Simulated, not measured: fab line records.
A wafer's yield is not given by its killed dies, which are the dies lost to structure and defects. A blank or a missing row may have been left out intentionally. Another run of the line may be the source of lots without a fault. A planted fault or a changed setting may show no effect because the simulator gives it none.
Chamber matching || flow n5 finfet || N5_BEOL_M9_PECVD_70 on pecvd-02 has 3 sister chambers
The step deposits SiO2 from TEOS/O2, target thk 20 nm, time 22.7 s. 6 wafers are shown with their chamber, then 10 later ones without.

== WAFERS WITH THEIR CHAMBER ==
{"wafer": "L085.3", "chamber": 0, "showerhead plenum p Torr (Torr)": 8.73, "throttle valve pct (%)": 22.0}
{"wafer": "L083.4", "chamber": 2, "showerhead plenum p Torr (Torr)": 8.69, "throttle valve pct (%)": 21.7}
{"wafer": "L083.5", "chamber": 1, "showerhead plenum p Torr (Torr)": 8.93, "throttle valve pct (%)": 22.6}
{"wafer": "L083.6", "chamber": 0, "showerhead plenum p Torr (Torr)": 8.77, "throttle valve pct (%)": 21.9}
{"wafer": "L084.3", "chamber": 1, "showerhead plenum p Torr (Torr)": 8.89, "throttle valve pct (%)": 22.6}
{"wafer": "L084.4", "chamber": 2, "showerhead plenum p Torr (Torr)": 8.66, "throttle valve pct (%)": 21.5}

== WAFERS WITH NO CHAMBER GIVEN ==
{"wafer": "L084.5", "showerhead plenum p Torr (Torr)": 8.91, "throttle valve pct (%)": 22.6}
{"wafer": "L087.1", "showerhead plenum p Torr (Torr)": 8.93, "throttle valve pct (%)": 22.6}
{"wafer": "L087.3", "showerhead plenum p Torr (Torr)": 8.65, "throttle valve pct (%)": 21.7}
{"wafer": "L087.6", "showerhead plenum p Torr (Torr)": 8.77, "throttle valve pct (%)": 22.0}
{"wafer": "L088.2", "showerhead plenum p Torr (Torr)": 8.74, "throttle valve pct (%)": 22.4}
{"wafer": "L088.4", "showerhead plenum p Torr (Torr)": 8.69, "throttle valve pct (%)": 21.6}
{"wafer": "L088.5", "showerhead plenum p Torr (Torr)": 8.92, "throttle valve pct (%)": 22.6}
{"wafer": "L094.1", "showerhead plenum p Torr (Torr)": 8.67, "throttle valve pct (%)": 21.9}
{"wafer": "L094.5", "showerhead plenum p Torr (Torr)": 8.68, "throttle valve pct (%)": 21.6}
{"wafer": "L094.6", "showerhead plenum p Torr (Torr)": 8.75, "throttle valve pct (%)": 22.4}

== EACH ONE'S CHAMBER ==
{"wafer": "L084.5", "from the rows above": 1, "in truth": 1}
{"wafer": "L087.1", "from the rows above": 1, "in truth": 1}
{"wafer": "L087.3", "from the rows above": 2, "in truth": 2}
{"wafer": "L087.6", "from the rows above": 0, "in truth": 0}
{"wafer": "L088.2", "from the rows above": "can't be placed: 0 or 1", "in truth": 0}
{"wafer": "L088.4", "from the rows above": 2, "in truth": 2}
{"wafer": "L088.5", "from the rows above": 1, "in truth": 1}
{"wafer": "L094.1", "from the rows above": "can't be placed: 0 or 2", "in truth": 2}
{"wafer": "L094.5", "from the rows above": 2, "in truth": 2}
{"wafer": "L094.6", "from the rows above": "can't be placed: 0 or 1", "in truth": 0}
Correctly placed: 7 of 10. Unplaceable from these rows: 3, with the true chamber sitting among the candidates in 3. Number placed wrongly: 0.
How it was worked out, from the rows above alone: a wafer's distance from a chamber is the root of the sum, over the readings, of the square of ((its reading less the chamber's mean) divided by the reading's scatter). The wafer belongs to the nearest chamber; if the next one is less than 2 further off, it can't be placed. The mean given for a chamber averages the wafers shown for that chamber. The scatter: take each reading less its chamber's mean, square it, sum over the shown wafers, divide by the number of wafers less the number of chambers, and take the root.
